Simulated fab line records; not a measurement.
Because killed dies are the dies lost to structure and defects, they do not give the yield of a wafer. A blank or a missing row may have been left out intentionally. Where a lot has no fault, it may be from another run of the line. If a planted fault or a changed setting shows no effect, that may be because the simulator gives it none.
Split-lot trial | flow n5-finfet | on a route of 1938 steps: 7 lots, 39 wafers read

== THE SPLIT ITSELF ==
At N5_BEOL_M0_DEP_125 (deposits SiCN from 3MS/NH3, target thk 8 nm, time 14 s), the setting time-s was moved away from the recipe's 14 s on 18 of the 39 wafers read, by -44.6% to +56.4%. This setting was run at the recipe's value on the other wafers.

Reading taken at the split's own step.

== THE READING ==
SiCN_of_BEOL_M0_DEP_125.thk-nm (the simulator's own value, which no gauge read), in nm, at N5_BEOL_M0_DEP_125 (deposits SiCN from 3MS/NH3, target thk 8 nm, time 14 s). The file does not state a usual value for it. The 21 wafers here that ran the recipe average 7.9 nm, standard deviation 0.11 nm.

wafer  | tool, chamber at the split | time-s as run, s | against the recipe | SiCN_of_BEOL_M0_DEP_125.thk-nm, nm | against lot-mates on the recipe
L077.1 | pecvd-01, 2,0,1            | 14               | recipe             | 8                                  | -
L077.2 | pecvd-01, 2,0,1            | 14               | recipe             | 8                                  | -
L077.5 | pecvd-01, 2,0,1            | 14               | recipe             | 8                                  | -
L077.3 | pecvd-01, 1                | 8.107            | -42.1%             | 4.6                                | -3.4
L077.4 | pecvd-01, 2,0              | 8.107            | -42.1%             | 4.8                                | -3.2
L077.6 | pecvd-01, 2,0              | 8.107            | -42.1%             | 4.8                                | -3.2
L079.1 | pecvd-04, 2,0,2            | 14               | recipe             | 8                                  | -
L079.2 | pecvd-04, 2,0,2            | 14               | recipe             | 8                                  | -
L079.4 | pecvd-04, 2,0,2            | 14               | recipe             | 8                                  | -
L079.3 | pecvd-04, 1                | 18.91            | +35.1%             | 10.6                               | +2.6
L079.5 | pecvd-04, 1                | 18.91            | +35.1%             | 10.8                               | +2.8
L079.6 | pecvd-04, 0                | 18.91            | +35.1%             | 11                                 | +3.0
L081.1 | pecvd-01, 2                | 14               | recipe             | 7.8                                | -
L081.2 | pecvd-01, 0,1              | 10.02            | -28.4%             | 5.6                                | -2.4
L081.3 | pecvd-01, 0,1              | 10.02            | -28.4%             | 5.6                                | -2.4
L081.4 | pecvd-01, 1                | 10.02            | -28.4%             | 5.8                                | -2.2
L081.5 | pecvd-01, 2                | 14               | recipe             | 8.2                                | -
L081.6 | pecvd-01, 0                | 14               | recipe             | 8                                  | -
L088.1 | pecvd-01, 1                | 17.48            | +24.9%             | 9.8                                | +1.9
L088.2 | pecvd-01, 2                | 14               | recipe             | 7.8                                | -
L088.3 | pecvd-01, 2,1              | 14               | recipe             | 8                                  | -
L088.4 | pecvd-01, 2,1              | 14               | recipe             | 8                                  | -
L088.5 | pecvd-01, 2,1              | 17.48            | +24.9%             | 10                                 | +2.1
L088.6 | pecvd-01, 2,1              | 17.48            | +24.9%             | 10                                 | +2.1
L089.1 | pecvd-04, 1,1,0            | 14               | recipe             | 7.8                                | -
L089.3 | pecvd-04, 1,1,0            | 14               | recipe             | 7.8                                | -
L089.4 | pecvd-04, 1,1,0            | 14               | recipe             | 7.8                                | -
L089.2 | pecvd-04, 0,1              | 7.761            | -44.6%             | 4.2                                | -3.6
L089.6 | pecvd-04, 0,1              | 7.761            | -44.6%             | 4.2                                | -3.6
L089.5 | pecvd-04, 0                | 7.761            | -44.6%             | 4.4                                | -3.4
L092.1 | pecvd-03, 2,0              | 14               | recipe             | 7.8                                | -
L092.2 | pecvd-03, 2,0              | 14               | recipe             | 7.8                                | -
L092.3 | pecvd-03, 1                | 21.89            | +56.4%             | 12.2                               | +4.3
L092.4 | pecvd-03, 1                | 14               | recipe             | 8                                  | -
L092.5 | pecvd-03, 0                | 21.89            | +56.4%             | 12.4                               | +4.5
L092.6 | pecvd-03, 2                | 21.89            | +56.4%             | 12.6                               | +4.7
L094.1 | pecvd-04, 1                | 14               | recipe             | 7.8                                | -
L094.2 | pecvd-04, 0,2              | 14               | recipe             | 8                                  | -
L094.5 | pecvd-04, 0,2              | 14               | recipe             | 8                                  | -
When a row names more than one chamber, that row covers several wafers, and the file does not tell which wafer ran in which chamber.

THE FIT
A straight line over all 39 wafers: SiCN_of_BEOL_M0_DEP_125.thk-nm changes by +0.0797 nm for each +1% of time-s; r = +1.00; the points scatter about the line by 0.13 nm.
The same after taking each lot's own level away (the mean of its wafers on the recipe; 39 wafers): +0.0797 nm for each +1%; r = +1.00; scatter 0.11 nm.
That fit puts the effect of the largest move of time-s on the reading at 4.5 nm.
From 7.80 to 8.00 nm: that is the span of the lots' own levels, equal to 1.8 times the standard deviation above.
Hence the lot-to-lot level has little effect on the slope; both slopes agree.
Check: for one of the wafers moved furthest among these (+56.4%), held out of the fit, the line's prediction against its lot-mates is +4.53 nm. It came out at +4.33 nm against them.

== OTHER SPLITS APPLIED TO THESE WAFERS ==
Other splits were also applied to these wafers ahead of the reading. Each is held against what the fit with the lots' levels taken away leaves over:
other split on the same wafers                    | wafers away from the commonest value | r with SiCN_of_BEOL_M0_DEP_125.thk-nm (lot level and that fit taken away)
N5_PMOS_HMC_CHANNEL_EPI_DEVELOP_08 develop-time-s | 15                                   | +0.06
N5_HKMG_FIN_ETCH_55 time-s                        | 12                                   | +0.09
N5_HKMG_FIN_ETCH_58 target-depth-a                | 18                                   | +0.02
N5_BEOL_M0_SAQP_DESCUM_45 time-s                  | 15                                   | +0.13

== THE FILE'S OWN FIT ==
SiCN_of_BEOL_M0_DEP_125.thk-nm changes by +0.0797 nm for each +1% of time-s, r = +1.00.
